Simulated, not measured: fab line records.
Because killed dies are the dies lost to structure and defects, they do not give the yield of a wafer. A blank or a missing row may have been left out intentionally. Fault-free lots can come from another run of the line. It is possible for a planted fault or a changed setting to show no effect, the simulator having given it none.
Matching of chambers	flow n5 finfet	rie diel-01 running N5_BEOL_M2_ETCH_74: 4 sister chambers
The step etches underlayer in N2/H2, target depth 6.5 nm, time 5.2 s. 4 wafers are shown with their chamber, then 11 later ones without.

WAFERS, EACH WITH ITS CHAMBER
wafer	chamber	throttle valve pct (%)
L081.6	2	17.3
L084.1	1	18.1
L087.5	3	18.3
L088.1	0	17.6

WAFERS WHOSE CHAMBER IS MISSING
wafer	throttle valve pct (%)
L088.2	18.3
L088.3	18.1
L094.1	18.4
L094.2	18.1
L094.3	17.4
L095.2	18.1
L095.3	17.6
L095.6	17.4
L097.3	17.6
L097.4	17.4
L097.6	18.4

THE CHAMBER EACH PASSED THROUGH
wafer	from the rows above	in truth
L088.2	3	3
L088.3	1	1
L094.1	3	3
L094.2	1	1
L094.3	can't be placed: 2 or 0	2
L095.2	1	1
L095.3	0	0
L095.6	can't be placed: 2 or 0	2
L097.3	0	0
L097.4	can't be placed: 2 or 0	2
L097.6	3	3
Correctly placed: 8 of 11. These rows do not allow placing 3 (true chamber among the candidates in 3). Wrongly placed: 0.
How it was worked out, from the rows above alone: a wafer's distance from a chamber is the root of the sum, over the readings, of the square of ((its reading less the chamber's mean) divided by the reading's scatter). If the next closest chamber is less than 2 further off than the closest, the wafer can't be placed; otherwise it belongs to the closest. Each chamber's mean is taken over the wafers shown for it. The scatter (one wafer shown for each chamber): square how far every hidden wafer sits from the nearest shown wafer, average those squares and take the square root.
